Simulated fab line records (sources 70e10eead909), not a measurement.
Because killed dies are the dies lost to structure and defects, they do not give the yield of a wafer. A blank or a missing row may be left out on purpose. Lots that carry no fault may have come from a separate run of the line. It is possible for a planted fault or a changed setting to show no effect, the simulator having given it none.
fab line records	flow nand-harc
record lots=6	wafers=17	last-day=32
route steps=1302 shown P_M1@313 P_M2@318 END@1302
lots that met no fault: taken from a fault-free run of the same line
start-h: start of the lot's first displayed wafer, in hours after the record's first day	wait-h: hours from the lot's prior step to this one	" as in the row above	L1.1+2: a row that stands for several wafers	- no value, or no start given	* or withheld: withheld	< > ~ a bound
route shown NAME@n: a module of which the file shows steps, and the number in the route of the first	usual: mean/standard deviation taken from wafers without a fault	same: alike in all rows	chamber/n: place in a boat	sites: per-site readings	_std_site: how widely they spread, as a standard deviation	_edge_site: inner sites' mean taken away from outer sites' mean	radius-mm: how far each site lies from the wafer's centre	mask NAME#n: copy n	behind: the tool/chamber that last shaped the wafer	hold: why the lot was held/for how many hours/how that ended	device: whichever transistor did not switch (one of n, p or np)	end of line: the tests these same wafers got at the end of their route	a step given without rows: its recipe and nothing more	killed: the dies lost at the first sort to structure and to defects; this is not the yield of the wafer	map: the dies of a wafer, with x for killed, . for not killed, _ for no die there
set.NAME: the setting that was run; set.NAME@STEP: the one run at that earlier step	model.NAME: the simulator's own value behind a step, which no gauge read
lots at some steps of the route; a table a step, a row a wafer
services: when a tool's chamber went out of use (start-h, in hours from the record's first day, below 0 if earlier), for how many hours, and the reason
## steps
# step NHARC_P_M1_SRD_25
# step NHARC_P_M1_INSPECT_27
# usual raw-defect-count=305/120
lot.wafer	tool	chamber	start-h	wait-h	raw-defect-count
L422.3	defect-inspect-02	-	188.05	0.0	351
L422.4	"	-	"	"	264
L422.5	"	-	"	"	208
L423.2	defect-inspect-02	-	195.81	0.0	180
L423.3	"	-	"	"	208
L423.6	"	-	"	"	195
L425.1	defect-inspect-01	-	218.66	0.0	257
L425.2	"	-	"	"	296
L425.5	"	-	"	"	380
L426.2	defect-inspect-01	-	232.31	0.0	279
L426.6	"	-	"	"	246
L433.1	defect-inspect-01	-	294.86	0.0	305
L433.5	"	-	"	"	498
L433.6	"	-	"	"	289
L438.2	defect-inspect-02	-	347.50	0.0	192
L438.3	"	-	"	"	287
L438.5	"	-	"	"	149
# step NHARC_P_M1_PRE_CLEAN_32
# recipe time-s=12	temp-c=370	rf-power-w=300	gas=NH3
# usual heater-power-w=650/82
lot.wafer	tool	chamber	start-h	wait-h	heater-power-w
L422.3	pecvd-04	1	188.11	0.1	618
L422.4	"	1	"	"	623
L422.5	"	0	"	"	806
L423.3	pecvd-01	1	195.88	0.1	644
L423.2	"	2	"	"	682
L423.6	"	1	"	"	632
L425.1	pecvd-01	2	218.72	0.1	672
L425.2	"	0	"	"	554
L425.5	"	1	"	"	614
L426.2	pecvd-04	0	232.39	0.1	730
L426.6	"	0	"	"	718
L433.1	pecvd-04	0	294.95	0.1	847
L433.6	"	1	"	"	538
L433.5	"	2	"	"	569
L438.2	pecvd-04	1	347.57	0.1	588
L438.3	"	2	"	"	582
L438.5	"	0	"	"	746
# step NHARC_P_M1_DEP_33
# recipe target-thk-a=300	temp-c=370	target-thk-nm=30	pressure-torr=3	flow-sccm=200	rf-w=450	material=SiCN
# usual heater-power-w=604/73
lot.wafer	tool	chamber	start-h	wait-h	heater-power-w
L422.3	pecvd-04	1	188.19	0.1	560
L422.4	"	1	"	"	568
L422.5	"	0	"	"	727
L423.3	pecvd-01	1	195.96	0.1	632
L423.2	"	2	"	"	600
L423.6	"	1	"	"	628
L425.1	pecvd-01	2	218.80	0.1	650
L425.2	"	0	"	"	584
L425.5	"	1	"	"	530
L426.2	pecvd-04	0	232.50	0.1	802
L426.6	"	0	"	"	807
L433.1	pecvd-04	0	295.09	0.1	725
L433.6	"	1	"	"	553
L433.5	"	2	"	"	542
L438.2	pecvd-04	1	347.65	0.1	562
L438.3	"	2	"	"	506
L438.5	"	0	"	"	745
# step NHARC_P_M2_DEP_00
# recipe target-thk-a=1825	target-thk-nm=182.5	temp-c=withheld	pressure-torr=5	flow-sccm=200	rf-w=600	material=SiOC
# step NHARC_P_M2_DEHYDRATE_01
# recipe temp-c=150	time-s=120
# step NHARC_P_M2_HMDS_02
# recipe time-s=30
# step NHARC_P_M2_COAT_34
# recipe temp-c=200	time-s=65
# step NHARC_P_M2_COAT_03
# recipe spin-rpm=1500	resist-thk-nm=90
# step NHARC_P_M2_SOFTBAKE_04
# recipe temp-c=105	time-s=55
# step NHARC_P_M2_EBR_05
# step NHARC_P_M2_EXPOSE_06
# recipe na=1.35	target-cd-nm=170	dose-mj=80.78	mask-id=P_M2
lot.wafer	tool	chamber	start-h	wait-h	mask
L422.3+4+5	arfi-scanner-02	0	189.29	-	P_M2#0
L423.2+3+6	arfi-scanner-01	0	197.21	-	P_M2#0
L425.1+2+5	arfi-scanner-01	0	219.91	-	P_M2#0
L426.2+6	arfi-scanner-01	0	233.58	-	P_M2#0
L433.1+5+6	arfi-scanner-03	0	295.98	-	P_M2#0
L438.2+3+5	arfi-scanner-03	0	348.64	-	P_M2#0
# step NHARC_P_M2_PEB_07
# recipe peb-temp-c=100	peb-time-s=65
# step NHARC_P_M2_DEVELOP_08
# recipe develop-time-s=35	dev-temp-c=23
# step NHARC_P_M2_CD_MEAS_09
# recipe target-cd-nm=170	landing-energy-ev=500
# usual cd-nm=170.0/1
lot.wafer	tool	chamber	start-h	wait-h	cd-nm
L422.3	cd-sem-03	0	189.43	-	168.2
L422.4	"	0	"	"	168.6
L422.5	"	0	"	"	168.8
L423.2	cd-sem-02	0	197.35	-	170.3
L423.3	"	0	"	"	169.5
L423.6	"	0	"	"	168.9
L425.1	cd-sem-01	0	220.05	-	194.0
L425.2	"	0	"	"	180.7
L425.5	"	0	"	"	168.8
L426.2	cd-sem-01	0	233.72	-	187.1
L426.6	"	0	"	"	181.1
L433.1	cd-sem-02	0	296.13	-	169.0
L433.5	"	0	"	"	168.8
L433.6	"	0	"	"	168.5
L438.2	cd-sem-01	0	348.77	-	169.9
L438.3	"	0	"	"	170.0
L438.5	"	0	"	"	169.6
# step NHARC_P_M2_OVL_MEAS_10
# recipe pitch-nm=340
# usual overlay-x-nm=0.0/0.84	overlay-y-nm=0.0/0.93
lot.wafer	tool	chamber	start-h	wait-h	overlay-x-nm	overlay-y-nm
L422.3	overlay-01	-	189.51	-	0.3	1.5
L422.4	"	-	"	"	0.1	1.6
L422.5	"	-	"	"	0.5	1.5
L423.2	overlay-01	-	197.44	-	-0.1	-0.5
L423.3	"	-	"	"	-0.1	-0.9
L423.6	"	-	"	"	-0.6	-0.6
L425.1	overlay-02	-	220.14	-	0.2	0.3
L425.2	"	-	"	"	-0.5	-0.1
L425.5	"	-	"	"	0.2	0.0
L426.2	overlay-01	-	233.81	-	0.5	1.3
L426.6	"	-	"	"	-0.1	1.3
L433.1	overlay-01	-	296.22	-	1.9	0.1
L433.5	"	-	"	"	2.3	0.3
L433.6	"	-	"	"	1.7	0.4
L438.2	overlay-01	-	348.86	-	-0.1	0.6
L438.3	"	-	"	"	-0.5	0.3
L438.5	"	-	"	"	0.2	0.4
# step NHARC_P_M2_INSPECT_11
# usual raw-defect-count=5/3.1
lot.wafer	tool	chamber	start-h	wait-h	raw-defect-count
L422.3	defect-inspect-02	-	189.55	0.0	4
L422.4	"	-	"	"	3
L422.5	"	-	"	"	3
L423.2	defect-inspect-01	-	197.47	0.0	6
L423.3	"	-	"	"	8
L423.6	"	-	"	"	7
L425.1	defect-inspect-02	-	220.17	0.0	1
L425.2	"	-	"	"	5
L425.5	"	-	"	"	2
L426.2	defect-inspect-01	-	233.84	0.0	4
L426.6	"	-	"	"	8
L433.1	defect-inspect-01	-	296.26	0.0	3
L433.5	"	-	"	"	3
L433.6	"	-	"	"	3
L438.2	defect-inspect-01	-	348.90	0.0	12
L438.3	"	-	"	"	9
L438.5	"	-	"	"	8
# step NHARC_P_M2_DESCUM_14
# recipe time-s=3	o2-flow-sccm=200	ar-flow-sccm=0	bias-power-w=0	chemistry=O2
# usual drypump-motor-current-A=5.9/0.43	oes-product-au=1.000/0.015	rf-vpp-V=57.9/0.77	showerhead-plenum-p-Torr=1.96/0.074	throttle-valve-pct=11.312/0.0098
lot.wafer	tool	chamber	start-h	wait-h	drypump-motor-current-A	oes-product-au	rf-hours-counter-h	rf-vpp-V	showerhead-plenum-p-Torr	throttle-valve-pct	model.P_M2.cd-nm
L422.3	rie-diel-03	2	189.61	0.1	6.2	0.983	4	58.3	1.99	11.309	169.6
L422.4	"	1	"	"	6.2	0.975	4	57.0	1.89	11.317	168.4
L422.5	"	2	"	"	6.2	0.987	-	58.1	1.99	11.325	170
L423.2	rie-diel-13	0	197.53	0.1	5.8	0.996	1	58.0	1.85	11.293	169.6
L423.3	"	1	"	"	6.0	1.002	1	59.2	1.94	11.320	170
L423.6	"	0	"	"	5.8	0.987	-	58.6	1.85	11.329	167.6
L425.1	rie-diel-13	2	220.23	0.1	5.7	1.011	4	57.0	2.00	11.312	193.8
L425.2	"	0	"	"	5.8	1.000	3	57.8	1.85	11.335	179.7
L425.5	"	2	"	"	5.7	1.006	-	58.8	2.00	11.304	168.9
L426.2	rie-diel-13	0	233.93	0.1	5.8	1.010	4	59.0	1.85	11.309	186.3
L426.6	"	2	"	"	5.7	1.006	-	58.7	2.00	11.302	181
L433.1	rie-diel-05	3	296.32	0.1	6.3	1.020	3	59.4	2.02	11.302	169.4
L433.6	"	1	"	"	6.3	1.017	-	57.5	1.93	11.306	168
L433.5	"	2	"	"	6.3	0.997	-	59.9	2.05	11.308	169.1
L438.3	rie-diel-05	1	348.97	0.1	6.3	1.025	4	58.2	1.93	11.312	169.7
L438.2	"	3	"	"	6.3	1.009	4	59.1	2.02	11.309	169.6
L438.5	"	0	"	"	5.1	1.003	-	59.0	2.02	11.315	170.6
# step NHARC_P_M2_ETCH_35
# recipe target-depth-a=400	overetch-a=120	time-s=43.94	ion-energy-ev=200	n2-flow-sccm=150	h2-flow-sccm=150	ar-flow-sccm=0	rf-w=400	bias-w=150	chemistry=N2/H2
# usual drypump-motor-current-A=5.9/0.43	oes-product-au=1.001/0.015	rf-vpp-V=431.9/2.5	showerhead-plenum-p-Torr=2.09/0.086	throttle-valve-pct=14.170/0.0099
lot.wafer	tool	chamber	start-h	wait-h	drypump-motor-current-A	oes-product-au	rf-hours-counter-h	rf-vpp-V	showerhead-plenum-p-Torr	throttle-valve-pct
L422.3	rie-diel-03	2	189.71	0.1	6.2	1.001	4	433.4	2.12	14.164
L422.4	"	3	"	"	5.3	0.999	4	431.0	2.04	14.155
L422.5	"	1	"	"	6.3	0.993	-	429.6	2.01	14.162
L423.3	rie-diel-13	0	197.63	0.1	5.8	1.003	1	427.6	1.97	14.166
L423.2	"	1	"	"	6.0	1.011	1	431.3	2.07	14.166
L423.6	"	2	"	"	5.7	1.019	-	433.0	2.13	14.169
L425.2	rie-diel-13	3	220.32	0.1	5.6	0.984	3	426.5	1.90	14.173
L425.1	"	1	"	"	6.0	1.016	4	431.9	2.07	14.165
L425.5	"	0	"	"	5.8	1.010	-	427.8	1.97	14.182
L426.2	rie-diel-13	2	234.00	0.1	5.7	1.006	6	433.2	2.13	14.156
L426.6	"	0	"	"	5.8	1.002	-	428.3	1.97	14.159
L433.1	rie-diel-05	1	296.43	0.1	6.3	1.023	2	429.8	2.06	14.192
L433.5	"	1	"	"	6.3	1.015	-	431.5	2.06	14.156
L433.6	"	2	"	"	6.2	1.005	-	435.6	2.18	14.176
L438.2	rie-diel-05	3	349.05	0.1	6.3	1.019	4	433.3	2.16	14.155
L438.3	"	1	"	"	6.3	1.017	4	432.2	2.06	14.163
L438.5	"	2	"	"	6.3	1.026	-	433.3	2.18	14.159
# step NHARC_P_M2_ETCH_15
# recipe target-depth-a=1825	time-s=91.2	c4f8-flow-sccm=withheld	ar-flow-sccm=400	rf-w=600	bias-w=300	chemistry=C4F8/Ar
# usual oes-product-au=0.942/0.021	rf-vpp-V=442.3/2.4
lot.wafer	tool	chamber	start-h	wait-h	oes-product-au	rf-hours-counter-h	rf-vpp-V
L422.3	rie-diel-03	0	-	-	0.946	4	444.4
L422.4	"	1	"	"	0.954	4	439.2
L422.5	"	2	"	"	0.939	-	444.3
L423.3	rie-diel-13	1	-	-	0.969	1	441.5
L423.2	"	2	"	"	0.983	1	443.7
L423.6	"	1	"	"	0.973	-	442.1
L425.1	rie-diel-13	2	-	-	0.980	4	444.5
L425.2	"	0	"	"	0.968	3	440.3
L425.5	"	1	"	"	0.980	-	442.1
L426.2	rie-diel-13	2	-	-	0.925	6	443.3
L426.6	"	2	"	"	0.927	-	444.4
L433.1	rie-diel-05	1	-	-	0.954	2	440.5
L433.5	"	1	"	"	0.941	-	441.0
L433.6	"	2	"	"	0.921	-	443.9
L438.3	rie-diel-05	1	-	-	0.940	4	439.3
L438.2	"	0	"	"	0.930	2	444.6
L438.5	"	1	"	"	0.940	-	439.8
# step NHARC_P_M2_CD_MEAS_16
# usual cd-nm=170.1/1.3
lot.wafer	tool	chamber	start-h	wait-h	cd-nm
L422.3	cd-sem-01	-	189.92	-	169.2
L422.4	"	-	"	"	168.4
L422.5	"	-	"	"	169.9
L423.2	cd-sem-01	-	197.84	-	169.0
L423.3	"	-	"	"	169.5
L423.6	"	-	"	"	166.9
L425.1	cd-sem-01	-	220.54	-	193.9
L425.2	"	-	"	"	180.1
L425.5	"	-	"	"	168.9
L426.2	cd-sem-02	-	234.21	-	185.4
L426.6	"	-	"	"	180.9
L433.1	cd-sem-03	-	296.67	-	168.6
L433.5	"	-	"	"	167.9
L433.6	"	-	"	"	168.4
L438.2	cd-sem-02	-	349.27	-	168.9
L438.3	"	-	"	"	169.2
L438.5	"	-	"	"	170.9
# step NHARC_P_M2_STRIP_18
# recipe power-w=1000	n2-flow-sccm=150	h2-flow-sccm=150	ar-flow-sccm=0	bias-w=0	chemistry=N2/H2
# usual drypump-motor-current-A=5.8/0.41	oes-product-au=0.997/0.014	rf-vpp-V=90.8/1.1	showerhead-plenum-p-Torr=2.07/0.085	throttle-valve-pct=14.171/0.0083
lot.wafer	tool	chamber	start-h	wait-h	drypump-motor-current-A	oes-product-au	rf-hours-counter-h	rf-vpp-V	showerhead-plenum-p-Torr	throttle-valve-pct
L422.3	rie-diel-13	0	189.99	0.1	5.8	0.986	0	91.4	1.97	14.174
L422.4	"	2	"	"	5.7	1.008	0	91.8	2.13	14.174
L422.5	"	0	"	"	5.8	0.992	-	89.1	1.97	14.149
L423.2	rie-diel-03	0	197.91	0.1	5.3	0.987	4	92.8	2.16	14.175
L423.3	"	3	"	"	5.3	1.002	4	91.4	2.04	14.162
L423.6	"	1	"	"	6.2	0.992	-	90.3	2.01	14.156
L425.2	rie-diel-05	2	220.65	0.1	6.3	0.977	12	91.4	2.19	14.173
L425.1	"	3	"	"	6.3	1.006	12	92.2	2.16	14.160
L425.5	"	2	"	"	6.3	0.993	-	93.0	2.19	14.186
L426.2	rie-diel-03	2	234.33	0.1	6.2	0.986	6	91.3	2.12	14.173
L426.6	"	0	"	"	5.3	0.991	-	93.3	2.16	14.173
L433.1	rie-diel-05	3	296.78	0.1	6.3	1.017	3	92.9	2.16	14.157
L433.6	"	2	"	"	6.3	1.012	-	93.7	2.18	14.176
L433.5	"	3	"	"	6.3	0.998	-	91.2	2.16	14.178
L438.3	rie-diel-03	3	349.34	0.1	5.3	0.990	4	88.8	2.04	14.161
L438.2	"	1	"	"	6.3	0.989	4	89.9	2.01	14.179
L438.5	"	0	"	"	5.3	0.975	-	90.7	2.16	14.166
# step NHARC_P_M2_ETCH_28
# recipe target-depth-a=300	over-etch-frac=0.3	time-s=72.99	ion-energy-ev=150	cf4-flow-sccm=50	n2-flow-sccm=100	ar-flow-sccm=150	rf-w=300	bias-w=100	chemistry=CF4/N2
# usual drypump-motor-current-A=5.8/0.4	oes-product-au=0.997/0.014	rf-vpp-V=314.6/1.9	showerhead-plenum-p-Torr=2.66/0.1	throttle-valve-pct=19.794/0.0083
lot.wafer	tool	chamber	start-h	wait-h	drypump-motor-current-A	oes-product-au	rf-hours-counter-h	rf-vpp-V	showerhead-plenum-p-Torr	throttle-valve-pct	model.P_M2.cd-nm
L422.3	rie-diel-13	0	-	-	5.8	0.989	0	314.5	2.54	19.784	169.5
L422.4	"	3	"	"	5.5	0.991	0	312.1	2.47	19.797	168.2
L422.5	"	0	"	"	5.8	0.986	-	312.2	2.54	19.779	170.2
L423.2	rie-diel-03	1	-	-	6.3	0.988	4	314.2	2.60	19.792	169.6
L423.3	"	3	"	"	5.3	0.999	4	313.5	2.63	19.806	168.1
L423.6	"	1	"	"	6.2	0.992	-	313.7	2.60	19.791	167.4
L425.1	rie-diel-05	0	-	-	5.1	1.007	12	316.2	2.76	19.780	193.2
L425.2	"	2	"	"	6.3	0.998	12	317.5	2.80	19.801	181.2
L425.5	"	2	"	"	6.3	0.989	-	317.6	2.80	19.788	170
L426.2	rie-diel-03	1	-	-	6.3	1.008	6	313.1	2.59	19.780	186
L426.6	"	1	"	"	6.3	1.010	-	314.8	2.60	19.798	180.8
L433.1	rie-diel-05	2	-	-	6.3	1.004	3	317.3	2.80	19.808	168.2
L433.5	"	3	"	"	6.3	1.023	-	316.9	2.77	19.801	167.1
L433.6	"	1	"	"	6.3	1.033	-	313.8	2.65	19.803	168.4
L438.2	rie-diel-03	0	-	-	5.3	0.971	4	317.7	2.77	19.792	169
L438.3	"	1	"	"	6.2	0.994	4	311.1	2.59	19.778	168.2
L438.5	"	2	"	"	6.2	0.983	-	314.0	2.72	19.790	169.1
# step NHARC_P_M2_STRIP_19
# recipe time-s=600	temp-c=30	chemistry=post-etch-residue-remover
# step NHARC_END_SORT_01
# recipe temp-c=25
# usual defect-limited-yield=91.0/2.8	killed-at-array=56/19	killed-at-other=0.6/1	killed-at-periphery=3.9/2.7	killed-dies=61/19	killed-open=3.3/1.9	killed-short=2.4/1.7
# same gross-dies=677
lot.wafer	tool	chamber	start-h	wait-h	defect-limited-yield[%]	killed-at-array	killed-at-other	killed-at-periphery	killed-dies	killed-open	killed-short
L423.2	prober-01	0	638.83	2.8	91.3	56	0	3	59	1	3
L423.3	prober-01	0	639.63	3.1	91.0	53	1	7	61	5	6
L423.6	prober-01	0	642.06	4.0	93.2	40	0	6	46	0	0
L433.1	prober-01	0	717.22	4.4	95.1	26	6	1	33	2	2
L433.5	prober-01	0	720.42	5.6	94.5	33	2	2	37	8	5
L433.6	prober-01	0	721.22	5.9	96.8	21	0	1	22	6	1
# killed by level:class
L423.2 A_CHANNEL_HOLE_D2:chamber-film-flake=37 A_CHANNEL_HOLE_D1:chamber-film-flake=9 P_STI:chamber-film-flake=3 A_SLIT:chamber-film-flake=2 A_CONTACT:chamber-film-flake=2 A_CHANNEL_FILL_D1:geometric-particle:open=1 A_DECK1_JOINT:geometric-particle:short=1 A_CHANNEL_FILL_D2:geometric-particle:short=1
L423.3 A_CHANNEL_HOLE_D2:chamber-film-flake=36 P_STI:chamber-film-flake=4 A_STAIRCASE:chamber-film-flake=4 A_ONON_D1:geometric-particle:short=3 A_CONTACT:chamber-film-flake=3 P_STI:geometric-particle:short=1 P_CONTACT:geometric-particle:open=1 P_M0:geometric-particle:open=1
L423.6 A_CHANNEL_HOLE_D2:chamber-film-flake=31 P_STI:chamber-film-flake=4 A_CHANNEL_HOLE_D1:chamber-film-flake=3 A_ZERO_WELL:chamber-film-flake=2 A_CONTACT:chamber-film-flake=2 P_GATE:chamber-film-flake=1 P_M0:chamber-film-flake=1 A_DECK1_JOINT:chamber-film-flake=1
L433.1 A_CHANNEL_HOLE_D1:chamber-film-flake=11 A_CONTACT:chamber-film-flake=7 THIN_TSV:chamber-film-flake=5 A_STAIRCASE:chamber-film-flake=2 A_SLIT:chamber-film-flake=2 A_ONON_D1:geometric-particle:short=1 A_ONON_D2:geometric-particle:open=1 A_CHANNEL_HOLE_D2:geometric-particle:short=1
L433.5 A_CHANNEL_HOLE_D1:chamber-film-flake=11 A_SLIT:chamber-film-flake=4 A_CONTACT:chamber-film-flake=4 A_ONON_D1:geometric-particle:open=3 A_ONON_D1:geometric-particle:short=2 A_CHANNEL_FILL_D1:geometric-particle:short=2 A_CHANNEL_FILL_D1:geometric-particle:open=2 A_STAIRCASE:chamber-film-flake=2
L433.6 A_CHANNEL_HOLE_D1:chamber-film-flake=10 A_M0:geometric-particle:open=2 A_SLIT:chamber-film-flake=2 P_M0:geometric-particle:open=1 A_ONON_D1:geometric-particle:short=1 A_CHANNEL_FILL_D1:geometric-particle:open=1 A_DECK1_JOINT:geometric-particle:open=1 A_ONON_D2:geometric-particle:open=1
## services
tool	chamber	start-h	hours	kind
rie-diel-13	-	165.00	9.0	pm
rie-diel-13	0	165.00	9.0	vent-cycle
rie-diel-13	1	165.00	9.0	vent-cycle
rie-diel-13	2	165.00	9.0	vent-cycle
rie-diel-13	3	165.00	9.0	vent-cycle
rie-diel-05	2	187.13	9.8	repair
pecvd-04	2	194.46	7.9	repair
arfi-scanner-03	-	196.00	4.0	pm
rie-diel-05	1	206.05	36.7	repair
rie-diel-05	-	229.60	9.0	pm
rie-diel-05	0	242.34	10.0	repair
arfi-scanner-01	-	252.00	4.0	pm
rie-diel-13	-	254.43	1.1	repair
arfi-scanner-03	-	256.28	26.9	repair
pecvd-04	-	269.04	13.0	pm
arfi-scanner-02	-	279.27	4.0	repair
rie-diel-03	-	281.40	9.0	pm
rie-diel-05	0	292.45	5.7	repair
arfi-scanner-01	-	303.80	3.0	repair
rie-diel-05	0	309.99	12.3	repair
pecvd-01	-	311.23	13.0	pm
arfi-scanner-02	-	312.00	4.0	pm
pecvd-04	0	324.58	17.6	repair
rie-diel-13	-	342.00	9.0	pm
## key
first-sign step=NHARC_P_M2_CD_MEAS_09	reading=cd-nm	direction=up	sigmas=12	usual=170.0	struck=182.3	wafers-moved=4
effect step=NHARC_P_M2_CD_MEAS_16	reading=cd-nm	direction=up	sigmas=8.9	usual=170.1	struck=181.9	wafers-moved=4
model-effect step=NHARC_P_M2_DESCUM_14	value=P_M2.cd-nm	without=169.4	struck=181.9
model-effect step=NHARC_P_M2_ETCH_28	value=P_M2.cd-nm	without=169.7	struck=182.2
met-at NHARC_P_M2_EXPOSE_06
struck-wafers L425.1,L425.2,L425.5,L426.2,L426.6
rows-end L425.1,L425.2,L425.5
onset-between 197.21 219.91
fault kind=process-parameter-drift	tool=arfi-scanner-01	chamber=-	onset-h=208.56	steps=NHARC_P_M2_EXPOSE_06	channel=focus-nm	offset=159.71	spread-by-wafer=0.3	shape=step
# rows-end: these wafers met a further fault down the route, and their rows from its step on are left out
